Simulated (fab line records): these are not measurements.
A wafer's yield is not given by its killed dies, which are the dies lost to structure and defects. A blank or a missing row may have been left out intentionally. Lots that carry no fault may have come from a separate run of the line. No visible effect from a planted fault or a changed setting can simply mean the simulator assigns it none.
Matching of chambers -- flow n5_finfet -- rie_diel-06 running N5_BEOL_M0_SAQP_ETCH_84: 4 sister chambers
The step etches SOC in N2/H2, target depth 100 nm, overetch 20 nm, time 150 s. 8 wafers are shown with their chamber, then 10 later ones without.

WAFERS WITH THEIR CHAMBER
wafer,chamber,showerhead_plenum_p_Torr (Torr),drypump_motor_current_A (A)
L078.5,2,2.55,5.81
L079.3,0,2.51,6.10
L079.6,0,2.51,6.08
L082.5,2,2.55,5.85
L085.3,3,2.47,5.86
L085.4,1,2.65,5.43
L087.1,1,2.65,5.41
L087.4,3,2.46,5.84

WAFERS WITH NO CHAMBER GIVEN
wafer,showerhead_plenum_p_Torr (Torr),drypump_motor_current_A (A)
L087.5,2.50,6.13
L093.2,2.46,5.84
L093.4,2.54,5.85
L093.5,2.64,5.40
L094.3,2.50,6.10
L094.4,2.46,5.85
L094.5,2.54,5.85
L097.2,2.50,6.10
L097.3,2.64,5.42
L097.5,2.50,6.09

THE CHAMBER EACH PASSED THROUGH
wafer,from the rows above,in truth
L087.5,0,0
L093.2,3,3
L093.4,2,2
L093.5,1,1
L094.3,0,0
L094.4,3,3
L094.5,2,2
L097.2,0,0
L097.3,1,1
L097.5,0,0
10 of 10 placed correctly. From these rows, 0 cannot be placed. Wrongly placed: 0.
How it was worked out, from the rows above alone: a wafer's distance from a chamber is the root of the sum, over the readings, of the square of ((its reading less the chamber's mean) divided by the reading's scatter). If the next closest chamber is less than 2 further off than the closest, the wafer can't be placed; otherwise it belongs to the closest. Each chamber's mean is taken over the wafers shown for it. How the scatter is found: for the shown wafers, subtract from each reading the mean of its chamber, square and add these, divide the total by (wafers less chambers), then take the root.
